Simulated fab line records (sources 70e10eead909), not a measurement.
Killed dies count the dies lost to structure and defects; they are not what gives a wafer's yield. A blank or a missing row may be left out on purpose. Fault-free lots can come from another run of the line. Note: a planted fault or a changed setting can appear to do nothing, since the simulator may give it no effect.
Matching of chambers | flow nand harc | NHARC_A_STAIRCASE_DESCUM_168 on rie diel-03: 4 sister chambers
The step chemistry O2, time 3 s. 16 wafers are shown with their chamber, then 8 later ones without.

## WAFERS WITH THEIR CHAMBER
wafer  | chamber | showerhead plenum p Torr (Torr) | drypump motor current A (A) | oes product au (a.u.)
L082.1 | 3       | 1.89                            | 6.8                         | 1.003
L082.4 | 1       | 1.97                            | 4.9                         | 0.995
L082.5 | 3       | 1.89                            | 6.7                         | 1.010
L083.1 | 3       | 1.89                            | 6.8                         | 1.005
L083.5 | 1       | 1.97                            | 4.9                         | 0.991
L083.6 | 2       | 2.02                            | 5.6                         | 0.988
L091.1 | 2       | 2.02                            | 5.6                         | 1.004
L091.2 | 1       | 1.97                            | 4.9                         | 1.008
L091.3 | 0       | 1.99                            | 5.6                         | 1.014
L091.4 | 3       | 1.88                            | 6.8                         | 1.006
L091.5 | 1       | 1.97                            | 4.9                         | 0.993
L091.6 | 0       | 1.99                            | 5.6                         | 1.006
L092.1 | 0       | 1.99                            | 5.6                         | 1.016
L092.2 | 3       | 1.88                            | 6.7                         | 1.018
L092.4 | 2       | 2.02                            | 5.7                         | 0.997
L092.3 | 1       | 1.97                            | 4.9                         | 1.008

SIGNATURES (averages over the wafers above)
reading                  | chamber 0 | chamber 1 | chamber 2 | chamber 3 | scatter within a chamber
showerhead plenum p Torr | 1.9900    | 1.9700    | 2.0200    | 1.8860    | 0.00316
drypump motor current A  | 5.600     | 4.900     | 5.633     | 6.760     | 0.0394
oes product au           | 1.01200   | 0.99900   | 0.99633   | 1.00840   | 0.00709
Rule: a wafer's distance from a chamber is the root of the sum, over the readings, of the square of ((its reading less the chamber's mean) divided by the reading's scatter). The wafer belongs to the nearest chamber; if the next one is less than 2 further off, it can't be placed. The scatter is the square root of a quotient: the sum, over the shown wafers, of each reading's squared deviation from its chamber's mean, divided by wafers minus chambers.

## WAFERS WITH NO CHAMBER GIVEN
wafer  | showerhead plenum p Torr (Torr) | drypump motor current A (A) | oes product au (a.u.)
L092.5 | 1.99                            | 5.6                         | 1.010
L092.6 | 1.97                            | 4.9                         | 0.993
L094.2 | 1.88                            | 6.8                         | 1.021
L094.3 | 2.01                            | 5.6                         | 0.999
L094.4 | 1.99                            | 5.6                         | 1.004
L095.3 | 2.01                            | 5.6                         | 1.002
L095.5 | 2.01                            | 5.6                         | 1.011
L095.6 | 1.96                            | 4.9                         | 0.992

## EACH ONE'S CHAMBER
wafer  | from the rows above | in truth
L092.5 | 0                   | 0
L092.6 | 1                   | 1
L094.2 | 3                   | 3
L094.3 | 2                   | 2
L094.4 | 0                   | 0
L095.3 | 2                   | 2
L095.5 | 2                   | 2
L095.6 | 1                   | 1
8 of 8 placed correctly. Not placeable from these rows: 0. Number placed wrongly: 0.
